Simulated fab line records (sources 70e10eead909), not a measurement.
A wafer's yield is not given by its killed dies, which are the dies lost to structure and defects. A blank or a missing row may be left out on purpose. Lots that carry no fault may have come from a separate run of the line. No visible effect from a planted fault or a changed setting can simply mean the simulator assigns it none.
Matching of chambers ; flow nand harc ; rie diel-05 running NHARC_A_SLIT_ETCH_24: 4 sister chambers
The step etches the open film in CF4/CHF3, target depth 121 nm, time 60.5 s. 4 wafers are shown with their chamber, then 8 later ones without.

EACH WAFER AND ITS CHAMBER
wafer;chamber;drypump motor current A (A)
L081.2;2;5.5
L081.4;3;6.1
L086.5;1;5.3
L093.2;0;5.8

WAFERS WITH NO CHAMBER GIVEN
wafer;drypump motor current A (A)
L093.4;5.5
L093.5;6.2
L096.1;5.5
L096.3;5.3
L096.6;6.2
L095.3;5.3
L095.4;6.2
L095.6;5.3

THE CHAMBER EACH PASSED THROUGH
wafer;from the rows above;in truth
L093.4;2;2
L093.5;3;3
L096.1;2;2
L096.3;1;1
L096.6;3;3
L095.3;1;1
L095.4;3;3
L095.6;1;1
Correctly placed: 8 of 8. Number that these rows cannot place: 0. Number placed wrongly: 0.
How it was worked out, from the rows above alone: a wafer's distance from a chamber is the root of the sum, over the readings, of the square of ((its reading less the chamber's mean) divided by the reading's scatter). If the next closest chamber is less than 2 further off than the closest, the wafer can't be placed; otherwise it belongs to the closest. For every chamber, the mean is computed from those of its wafers that are shown. The scatter: root of mean squared gap, hidden wafer to nearest shown wafer, with one shown wafer a chamber.
